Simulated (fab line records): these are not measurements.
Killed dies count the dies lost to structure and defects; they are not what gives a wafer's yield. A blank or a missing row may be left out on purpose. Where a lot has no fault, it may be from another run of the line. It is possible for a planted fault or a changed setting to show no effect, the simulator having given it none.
fab line records -- flow n5Finfet
[record] lots = 5, wafers = 12, lastDay = 16
route steps=1938 shown SD_EPI_N@276 SD_EPI_P@295 SD_ACTIVATION@332 MOL_CONTACT_COAG@537 BEOL_M4@1111 PASSIVATION@1936
lots untouched by any fault: they come from a run of this same line in which no faults occurred
startH: hours from the record's first day to the start of the lot's first wafer shown -- waitH: hours since the lot's step before -- " same as the row above -- L1.1+2: a single row standing in for several wafers -- - either no value or no given start -- * or withheld: withheld -- < > ~ a bound
route shown NAME@n: NAME is a module with steps in the file, n the number in the route of the first one -- usual: mean/standard deviation taken from wafers without a fault -- same: alike in all rows -- chamber/n: place in a boat -- sites: the reading at each site -- _std_site: standard deviation of those values -- _edge_site: inner sites' mean taken away from outer sites' mean -- radiusMm: how far each site lies from the wafer's centre -- mask NAME#n: copy n -- behind: the last tool/chamber to shape the wafer -- hold: what put the lot on hold/how long, in hours/how the hold closed -- device: which transistor (n, p or np) failed to switch -- end of line: the tests these same wafers got at the end of their route -- a step given without rows: its recipe and nothing more -- killed: dies lost to structure and defects at the first sort, not the wafer's yield -- map: per-die view of a wafer (x killed, . not killed, _ where there is no die)
set.NAME: the run value of the setting; set.NAME@STEP: its run value at that earlier step -- model.NAME: the simulator's own value behind a step, which no gauge read
lots seen at some steps along the route; tables by step, rows by wafer
services: from which hour (startH, from the record's first day; less than 0 if before it) a tool's chamber was out of use, for how many hours, and why
[[steps]]
[step N5_SD_EPI_N_STRIP_36]
[recipe] chemistry = N2/H2, tempC = 40, n2FlowSccm = 200, h2FlowSccm = 200, rfFrequencyHz = 6e+07
[step N5_SD_EPI_N_ETCHBACK_44]
[recipe] chemistry = CH3F/O2, mode = anisotropicEtchback, target = SiNx, targetDepthA = 145, stopOn = SiO2, overEtchFrac = 0.3, ionEnergyEv = 120, pressureMtorr = 30, sourceW = 395, biasW = 73, Ar_flow_sccm = 150, CH3F_flow_sccm = 30, O2_flow_sccm = 20
[step N5_SD_EPI_N_ETCH_45]
[recipe] chemistry = CH3F/O2, target = SiOCN, targetDepthA = 60, maskMaterial = SOC, ionEnergyEv = 60, biasW = 29, pressureMtorr = 15, sourceW = 410, Ar_flow_sccm = 150, CH3F_flow_sccm = 30, O2_flow_sccm = 20
[step N5_SD_EPI_N_ETCH_16]
[recipe] chemistry = CHF3/O2, target = SiO2, targetDepthA = 50, maskMaterial = SOC, pressureMtorr = 30, sourceW = 650, biasW = 170, Ar_flow_sccm = 200, CHF3_flow_sccm = 50, O2_flow_sccm = 5, ionEnergyEv = 200
[step N5_SD_EPI_N_STRIP_47]
[recipe] chemistry = CHF3/O2, resist = SiARC, rfFrequencyHz = 6e+07
[step N5_SD_EPI_N_SD_RECESS_17]
[recipe] chemistry = HBr/Cl2/O2, targetDepthA = 410, maskMaterial = SOC, timeS = 23.7, btTimeS = 3, pressureMtorr = 10, icpW = 800, biasW = 112, HBr_flow_sccm = 150, Cl2_flow_sccm = 80, O2_flow_sccm = 12
[step N5_SD_EPI_N_STRIP_38]
[recipe] chemistry = N2/H2, powerW = 1000, tempC = 250, h2Frac = 0.65, overashFraction = 0.3, pressureMtorr = withheld, n2FlowSccm = 1750, h2FlowSccm = 3250
[step N5_SD_EPI_N_WET_ETCH_43]
[recipe] chemistry = dHF, dilution = withheld, timeS = 14, target = SiO2, targetDepthA = 15, tempC = 25
[step N5_SD_EPI_N_STRIP_18]
[recipe] chemistry = SPM, timeS = 750, tempC = 130, h2so4H2o2VolRatio = 4
[step N5_SD_EPI_N_SRD_20]
[recipe] dry = ipaMarangoni, doPpb = 5, timeS = 30, tempC = 23, rinseLiquid = diw
[step N5_SD_EPI_N_PRECLEAN_48]
[recipe] chemistry = NF3:NH3, afsCycles = 2, tempC = 30, timeS = 20, sublimationTempC = 180, sublimationTimeS = 60, pressureTorr = 3, rfPowerW = 30
[step N5_SD_EPI_N_VAPOR_ETCH_50]
[recipe] chemistry = HCl, target = Si, tempC = 775, timeS = 54, pressureTorr = 20, mode = isotropic
[step N5_SD_EPI_N_EPI_21]
[recipe] material = Si:P, dopant = P, tempC = 680, pressureTorr = 255, timeS = 690
[usual] epiGrowthTimeS = 690/0
lot.wafer,tool,chamber,startH,waitH,epiGrowthTimeS,model.Si-P_of_SD_EPI_N_EPI_21.thkNm
L931.1,epiRpcvd-03,0,51.79,0.1,690,59.2
L931.2,epiRpcvd-03,0,51.79,0.1,690,58
L931.6,epiRpcvd-03,0,53.19,1.4,690,59
L941.1,epiRpcvd-03,0,112.20,0.2,690,58.6
L941.5,epiRpcvd-03,0,113.69,1.5,728.41,60.6
L943.1,epiRpcvd-03,0,131.42,0.1,690,59.6
L943.3,epiRpcvd-03,0,131.42,0.1,728.41,61.2
L945.3,epiRpcvd-03,0,138.11,0.7,728.41,62.2
L945.5,epiRpcvd-03,0,138.11,0.7,728.41,61.6
L951.3,epiRpcvd-02,0,172.17,0.7,690,59
L951.5,epiRpcvd-02,0,172.17,0.7,690,57.8
L951.6,epiRpcvd-02,0,172.17,0.7,690,59
[step N5_SD_EPI_N_PRECLEAN_24]
[recipe] chemistry = O3/DIW, timeS = 60, tempC = 22, o3Ppm = 10
[step N5_SD_EPI_N_SRD_25]
[recipe] timeS = 30, tempC = 23, rinseLiquid = diw, dry = ipaMarangoni
[step N5_SD_EPI_N_PRECLEAN_49]
[recipe] chemistry = NF3:NH3, afsCycles = 1, tempC = 30, timeS = 20, sublimationTempC = 180, sublimationTimeS = 60, pressureTorr = 3, rfPowerW = 30
[step N5_SD_EPI_N_LINER_46]
[recipe] material = SiNx, targetThkA = 30, tempC = 400, aldPrecursorFamily = SiH2I2, aldCoReactant = N2/H2-plasma, pressureTorr = 2
[step N5_SD_EPI_P_COAT_34]
[recipe] resist = SOC, tempC = 250, timeS = 60, spinRpm = 1500, resistThkNm = 350
[step N5_SD_EPI_P_COAT_35]
[recipe] resist = SiARC, tempC = 220, timeS = 60, spinRpm = 1500, resistThkNm = 35
[step N5_SD_EPI_P_COAT_03]
[recipe] resist = CAR-ArF-block, spinRpm = 1500, resistThkNm = 150
[step N5_SD_EPI_P_EBR_05]
[recipe] solvent = PGMEA, ebrWidthMm = 1.5
[step N5_SD_EPI_P_SOFTBAKE_04]
[recipe] tempC = 110, timeS = 60, resist = CAR-ArF-block
[step N5_SD_EPI_P_EXPOSE_06]
[recipe] maskId = SD_P_BLK, na = 1.35, sourceShape = conventional, sigmaOuter = 0.8, polarization = unpolarized, targetCdNm = 240, doseMj = 39.5
[step N5_SD_EPI_P_PEB_07]
[recipe] pebTempC = 110, pebTimeS = 60, resist = CAR-ArF-block
[step N5_SD_EPI_P_DEVELOP_08]
[recipe] developTimeS = 30, developer = TMAH, resist = CAR-ArF-block, devTempC = 23, rinseLiquid = diw, dry = airSpin
[step N5_SD_EPI_P_DESCUM_14]
[recipe] chemistry = O2, timeS = 7.9, sourcePowerW = 50, biasPowerW = 20, pressureMtorr = 20, rfFrequencyHz = 2.712e+07, tempC = 40, resist = CAR-ArF-block, o2FlowSccm = 225
[step N5_SD_EPI_P_ETCH_36]
[recipe] chemistry = CF4, target = SiARC, targetDepthA = 455, maskMaterial = CAR-ArF-block, timeS = 75.8, ionEnergyEv = 80, pressureMtorr = 40, sourceW = 545, biasW = 36, Ar_flow_sccm = 100, cf4FlowSccm = 100, ends = cleared
[step N5_SD_EPI_P_ETCH_37]
[recipe] chemistry = N2/H2, target = SOC, overetchA = 1080, maskMaterial = SiARC, tempC = 40, ionEnergyEv = 100, sourceW = 3000, biasW = 133, pressureMtorr = 20, timeS = 486, n2FlowSccm = 200, h2FlowSccm = 200, ends = endPoint
[step N5_SD_EPI_P_STRIP_38]
[recipe] chemistry = N2/H2, tempC = 40, n2FlowSccm = 200, h2FlowSccm = 200, rfFrequencyHz = 6e+07
[step N5_SD_EPI_P_ETCHBACK_46]
[recipe] chemistry = CH3F/O2, mode = anisotropicEtchback, target = SiNx, targetDepthA = 175, stopOn = SiO2, overEtchFrac = 0.3, ionEnergyEv = 120, pressureMtorr = 30, sourceW = 395, biasW = 73, Ar_flow_sccm = 150, CH3F_flow_sccm = 30, O2_flow_sccm = 20
[step N5_SD_EPI_P_ETCH_47]
[recipe] chemistry = CH3F/O2, target = SiOCN, targetDepthA = 250, maskMaterial = SOC, ionEnergyEv = 60, biasW = 29, pressureMtorr = 30, sourceW = 410, Ar_flow_sccm = 150, CH3F_flow_sccm = 30, O2_flow_sccm = 20
[step N5_SD_EPI_P_ETCH_16]
[recipe] chemistry = CHF3/O2, target = SiO2, targetDepthA = 50, maskMaterial = SOC, pressureMtorr = 30, sourceW = 650, biasW = 170, Ar_flow_sccm = 200, CHF3_flow_sccm = 50, O2_flow_sccm = 5, ionEnergyEv = 200
[step N5_SD_EPI_P_STRIP_50]
[recipe] chemistry = CHF3/O2, resist = SiARC, rfFrequencyHz = 6e+07
[step N5_SD_EPI_P_SD_RECESS_17]
[recipe] chemistry = HBr/Cl2/O2, targetDepthA = 391, btTimeS = 3, pressureMtorr = 10, icpW = 800, biasW = 112, HBr_flow_sccm = 150, Cl2_flow_sccm = 80, O2_flow_sccm = 12
[step N5_SD_EPI_P_WET_ETCH_45]
[recipe] chemistry = dHF, dilution = withheld, timeS = 10.7, target = SiO2, targetDepthA = 20, tempC = 25, dry = ipaMarangoni, rinseTimeS = 30, rinseTempC = 23
[step N5_SD_EPI_P_STRIP_40]
[recipe] chemistry = N2/H2, powerW = 1000, tempC = 250, h2Frac = 0.65, overashFraction = 0.3, pressureMtorr = withheld, n2FlowSccm = 1750, h2FlowSccm = 3250
[step N5_SD_EPI_P_PRECLEAN_52]
[recipe] chemistry = O3/DIW, timeS = 60, tempC = 22, o3Ppm = 10
[step N5_SD_ACTIVATION_RS_MEAS_03]
[recipe] thkMeasGauge = four-point-probe
[usual] RS_SD_N = 21.87/0.28, RS_SD_P = 56.1/0.86
lot.wafer,tool,chamber,startH,waitH,RS_SD_N[ohm/sq],RS_SD_P[ohm/sq]
L931.1,filmMetro-02,-,58.74,0.2,22.00,57.1
L931.2,filmMetro-02,-,58.74,0.2,22.46,56.3
L931.6,filmMetro-02,-,58.74,0.2,22.15,57.1
L941.1,filmMetro-01,-,119.80,0.2,22.30,54.8
L941.5,filmMetro-01,-,119.80,0.2,21.16,55.2
L943.1,filmMetro-01,-,138.73,0.2,21.62,55.8
L943.3,filmMetro-01,-,138.73,0.2,21.24,56.0
L945.3,filmMetro-01,-,144.77,0.2,20.59,54.4
L945.5,filmMetro-01,-,144.77,0.2,21.27,55.6
L951.3,filmMetro-02,-,178.56,0.2,21.78,56.1
L951.5,filmMetro-02,-,178.56,0.2,22.15,56.9
L951.6,filmMetro-02,-,178.56,0.2,21.84,55.3
[step N5_MOL_CONTACT_COAG_ETCH_15]
[recipe] chemistry = CH3F/O2, target = SiNx, targetDepthA = 70, maskMaterial = SOC, stopOn = Si:P, overEtchFrac = 0.75, ionEnergyEv = 120, pressureMtorr = 30, sourceW = 395, biasW = 73, Ar_flow_sccm = 150, CH3F_flow_sccm = 30, O2_flow_sccm = 20
[usual] O2_flow_sccm = 20.00/0.056, drypumpMotorCurrentA = 5.7/0.32, oesProductAu = 0.57/0.058, rfVppV = 293/5.8, showerheadPlenumPTorr = 1.99/0.071, throttleValvePct = 16.41/0.21
lot.wafer,tool,chamber,startH,waitH,O2_flow_sccm,drypumpMotorCurrentA,oesProductAu,rfHoursCounterH,rfVppV,showerheadPlenumPTorr,throttleValvePct,model.Si-P_of_SD_EPI_N_EPI_21.thkNm
L931.1,rieDiel-05,2,89.77,0.0,20.16,5.6,0.58,112,296,1.90,16.28,58.4
L931.2,rieDiel-05,3,89.77,0.0,20.07,5.8,0.63,43,295,2.13,16.11,57.2
L931.6,rieDiel-05,0,89.77,0.0,19.95,6.3,0.52,-,307,2.07,16.44,58.2
L941.1,rieDiel-02,1,149.56,0.0,19.92,5.7,0.49,246,285,1.89,16.71,57.8
L941.5,rieDiel-02,3,149.56,0.0,20.00,5.4,0.55,-,303,2.00,16.63,59.8
L943.1,rieDiel-01,2,168.14,0.0,20.05,6.0,0.50,234,291,1.91,16.57,58.8
L943.3,rieDiel-01,0,168.14,0.0,20.05,6.1,0.67,17,289,1.98,16.48,60.4
L945.3,rieDiel-02,3,174.86,0.0,20.02,5.4,0.55,188,303,2.00,16.64,61.2
L945.5,rieDiel-02,3,174.86,0.0,20.01,5.4,0.54,-,303,2.00,16.64,60.6
L951.3,rieDiel-05,0,208.34,0.0,20.00,6.3,0.50,241,306,2.05,16.51,58
L951.5,rieDiel-05,2,208.34,0.0,20.04,5.6,0.55,-,296,1.89,16.36,57
L951.6,rieDiel-05,3,208.34,0.0,20.10,5.8,0.60,-,295,2.12,16.17,58.2
[step N5_BEOL_M4_RC_MEAS_101]
[usual] DIBL_N = 36.0/2.5, DIBL_P = 36.3/2.8, IOFF_N = 0.16/0.042, IOFF_P = 0.21/0.045, ION_N = 673/15, ION_P = 463/8.1, RS_SD_N = 28.3/0.35, SS_N = 71.4/0.73, SS_P = 73.3/0.92, VT_N = 251/4.1, VT_P = -250/3.4
lot.wafer,tool,chamber,startH,waitH,DIBL_N[mV/V],DIBL_P[mV/V],IOFF_N[nA/um],IOFF_P[nA/um],ION_N[uA/um],ION_P[uA/um],RS_SD_N[ohm/sq],SS_N[mV/dec],SS_P[mV/dec],VT_N[mV],VT_P[mV]
L931.1,prober-01,0,162.44,0.0,38.6,36.9,0.19,0.26,691,470,28.2,72.0,74.0,247,-247
L931.2,prober-01,0,162.44,0.0,35.3,32.4,0.13,0.20,648,450,28.9,71.3,73.0,254,-249
L931.6,prober-01,0,162.44,0.0,37.9,37.0,0.20,0.28,690,466,28.3,71.3,74.4,242,-246
L941.1,prober-01,0,223.33,0.0,37.6,38.4,0.16,0.21,672,456,28.5,72.0,73.3,250,-253
L941.5,prober-01,0,223.33,0.0,39.8,41.9,0.21,0.25,691,467,27.6,72.4,74.9,247,-251
L943.1,prober-02,0,238.99,0.0,35.1,35.2,0.16,0.21,693,474,27.8,71.2,73.4,250,-250
L943.3,prober-02,0,238.99,0.0,37.8,38.1,0.19,0.26,679,462,27.0,71.8,74.2,247,-247
L945.3,prober-01,0,249.28,0.3,30.6,31.2,0.08,0.16,648,461,27.0,69.9,71.7,260,-251
L945.5,prober-01,0,249.28,0.3,29.9,30.8,0.07,0.13,634,452,27.3,70.1,71.2,262,-252
L951.3,prober-02,0,281.56,0.3,34.3,33.6,0.12,0.17,652,449,28.1,71.3,72.3,256,-252
L951.5,prober-02,0,281.56,0.3,36.4,36.7,0.14,0.22,674,467,28.7,71.6,73.2,252,-250
L951.6,prober-02,0,281.56,0.3,37.9,38.4,0.18,0.25,675,464,28.2,71.8,74.3,250,-249
[step N5_PASSIVATION_PROBE_49]
[usual] defectLimitedYield = 91.0/1.4, killed_at_M0_to_M3 = 36/11, killed_at_M4_up = 13/5.4, killedAtContacts = 12/6.4, killedAtFrontEnd = 41/13, killedAtOther = 2.9/2.3, killedDies = 106/17, killedOpen = 70/12, killedShort = 34/8.4, sort_bin_5_function = 5.2/1, sort_bin_6_memory = 3.4/0.63, sort_bin_8_speed = 0.1/0.49, sortNPass = 1074/18, sortYieldPct = 91.0/1.6
[same] grossDies = 1180, killedAtBackSide = 0, sort_bin_4_leakage[%] = 0
lot.wafer,tool,chamber,startH,waitH,defectLimitedYield[%],killed_at_M0_to_M3,killed_at_M4_up,killedAtContacts,killedAtFrontEnd,killedAtOther,killedDies,killedOpen,killedShort,sort_bin_5_function[%],sort_bin_6_memory[%],sort_bin_8_speed[%],sortNPass,sortYieldPct[%]
L931.1,prober-02,-,268.99,0.0,90.9,31,18,9,45,4,107,62,44,5.1,3.3,0,1073,90.9
L931.2,prober-02,-,269.04,0.1,92.2,40,10,1,37,4,92,50,39,4.5,2.9,0,1088,92.2
L931.6,prober-02,-,269.24,0.3,89.5,38,10,19,56,1,124,70,47,4.9,4.7,0,1056,89.5
L941.1,prober-01,-,323.68,0.0,89.2,48,20,15,43,2,128,90,38,6.0,4.2,0,1052,89.2
L941.5,prober-01,-,323.88,0.2,92.7,32,12,12,28,2,86,55,31,4.3,2.3,0,1094,92.7
L943.1,prober-01,-,339.53,0.0,93.0,26,15,9,26,7,83,62,21,4.1,2.6,0,1097,93.0
L943.3,prober-01,-,339.63,0.1,91.3,38,12,16,32,5,103,68,35,3.9,4.5,0,1077,91.3
L945.3,prober-02,-,351.52,0.1,92.1,33,22,10,28,0,93,64,29,4.9,2.9,0,1087,92.1
L945.5,prober-02,-,351.62,0.2,90.7,28,20,13,46,3,110,62,48,5.4,3.5,3.5,1029,87.2
// killed by level:class
L931.1 FIN_SAQP:geometricParticle:open=9 BEOL_M4:geometricParticle:open=9 STI_FIN_REVEAL:geometricParticle:open=8 BEOL_M2:geometricParticle:short=8 FIN_SAQP:geometricParticle:short=7 GATE_CUT:geometricParticle:short=7 MOL_CONTACT_COAG:geometricParticle:open=7 BEOL_M0_SAQP:geometricParticle:open=5
L931.2 STI_FIN_REVEAL:geometricParticle:open=11 BEOL_M0_SAQP:geometricParticle:short=9 FIN_SAQP:geometricParticle:short=8 BEOL_M0_SAQP:geometricParticle:open=8 BEOL_M2:geometricParticle:short=6 DUMMY_GATE:geometricParticle:open=5 BEOL_M1:geometricParticle:open=5 BEOL_M3:geometricParticle:open=5
L931.6 MOL_CONTACT_COAG:geometricParticle:open=14 BEOL_M3:geometricParticle:open=11 STI_FIN_REVEAL:geometricParticle:open=8 DUMMY_GATE:geometricParticle:open=8 HKMG_FIN:areaEtch=7 BEOL_M0_SAQP:geometricParticle:short=6 MOL_CONTACT_COAG:geometricParticle:short=5 FIN_SAQP:geometricParticle:short=4
L941.1 MOL_CONTACT_COAG:geometricParticle:open=13 BEOL_M4:geometricParticle:open=11 BEOL_M3:geometricParticle:open=11 FIN_SAQP:geometricParticle:open=9 BEOL_M1:geometricParticle:open=8 BEOL_M0_SAQP:geometricParticle:open=6 BEOL_M0:geometricParticle:open=6 STI_FIN_REVEAL:geometricParticle:open=5
L941.5 MOL_CONTACT_COAG:geometricParticle:open=11 FIN_SAQP:geometricParticle:short=9 BEOL_M3:geometricParticle:open=8 BEOL_M4:geometricParticle:open=7 BEOL_M0:geometricParticle:open=6 BEOL_M0_SAQP:geometricParticle:short=5 BEOL_M0:geometricParticle:short=5 STI_FIN_REVEAL:geometricParticle:open=4
L943.1 BEOL_M2:geometricParticle:open=7 BEOL_M3:geometricParticle:open=7 STI_FIN_REVEAL:geometricParticle:open=6 MOL_CONTACT_COAG:geometricParticle:open=6 FIN_SAQP:geometricParticle:open=5 BEOL_M0_SAQP:geometricParticle:open=5 FIN_SAQP:geometricParticle:short=4 BEOL_M8:geometricParticle:open=4
L943.3 FIN_SAQP:geometricParticle:open=11 BEOL_M0_SAQP:geometricParticle:open=10 BEOL_M2:geometricParticle:open=10 MOL_CONTACT_COAG:geometricParticle:open=9 BEOL_M0_SAQP:geometricParticle:short=9 STI_FIN_REVEAL:geometricParticle:open=7 MOL_CONTACT_COAG:geometricParticle:short=7 FIN_SAQP:geometricParticle:short=3
L945.3 BEOL_M4:geometricParticle:open=12 BEOL_M1:geometricParticle:open=11 BEOL_M0_SAQP:geometricParticle:open=10 MOL_CONTACT_COAG:geometricParticle:open=9 BEOL_M0_SAQP:geometricParticle:short=6 BEOL_M4:geometricParticle:short=6 GATE_CUT:geometricParticle:open=5 FIN_SAQP:geometricParticle:open=4
L945.5 MOL_CONTACT_COAG:geometricParticle:open=10 FIN_SAQP:geometricParticle:short=9 GATE_CUT:geometricParticle:short=9 BEOL_M1:geometricParticle:open=9 BEOL_M4:geometricParticle:open=9 FIN_SAQP:geometricParticle:open=8 BEOL_M0_SAQP:geometricParticle:short=8 DUMMY_GATE:geometricParticle:open=4
[[services]]
tool,chamber,startH,hours,kind
rieDiel-01,2,34.21,11.1,repair
rieDiel-02,2,62.04,4.8,repair
epiRpcvd-03,-,69.19,0.8,repair
rieDiel-05,1,72.76,12.6,repair
rieDiel-01,1,98.23,4.4,repair
rieDiel-01,0,102.65,-,clean
rieDiel-01,0,102.65,-,consumableReplace:focusRing
rieDiel-01,0,102.65,13.6,scheduledDown
rieDiel-01,0,102.65,13.6,ventCycle
rieDiel-05,0,160.29,3.8,repair
rieDiel-02,1,161.78,-,clean
rieDiel-02,1,161.78,-,consumableReplace:focusRing
rieDiel-02,1,161.78,-,consumableReplace:showerhead
rieDiel-02,1,161.78,13.9,scheduledDown
rieDiel-02,1,161.78,13.9,ventCycle
epiRpcvd-02,-,189.21,2.8,pm
rieDiel-01,0,196.80,1.5,repair
rieDiel-01,2,198.84,3.8,repair
[[key]]
[firstSign] step = N5_SD_EPI_N_EPI_21, reading = epiGrowthTimeS, direction = up, sigmas = 99+, usual = *, struck = *
[effect] step = N5_SD_ACTIVATION_RS_MEAS_03, reading = RS_SD_N, direction = down, sigmas = 2.9, usual = 21.87, struck = 21.07
[effect] step = N5_BEOL_M4_RC_MEAS_101, reading = RS_SD_N, direction = down, sigmas = 3.1, usual = 28.3, struck = 27.2
[modelEffect] step = N5_SD_EPI_N_EPI_21, value = Si-P_of_SD_EPI_N_EPI_21.thkNm, without = 59.1, struck = 61.4
[modelEffect] step = N5_MOL_CONTACT_COAG_ETCH_15, value = Si-P_of_SD_EPI_N_EPI_21.thkNm, without = 58.33, struck = 60.53
metAt N5_SD_EPI_N_EPI_21
struckWafers L941.5,L943.3,L945.3,L945.5
onsetBetween 51.79 112.20
[fault] kind = processParameterDrift, tool = epiRpcvd-03, chamber = -, onsetH = 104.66, steps = N5_SD_EPI_N_EPI_21, channel = epiGrowthTimeS, offset = *, shape = step, endH = 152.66, scope = struckWafersOnly, actsIn = *, stated = *
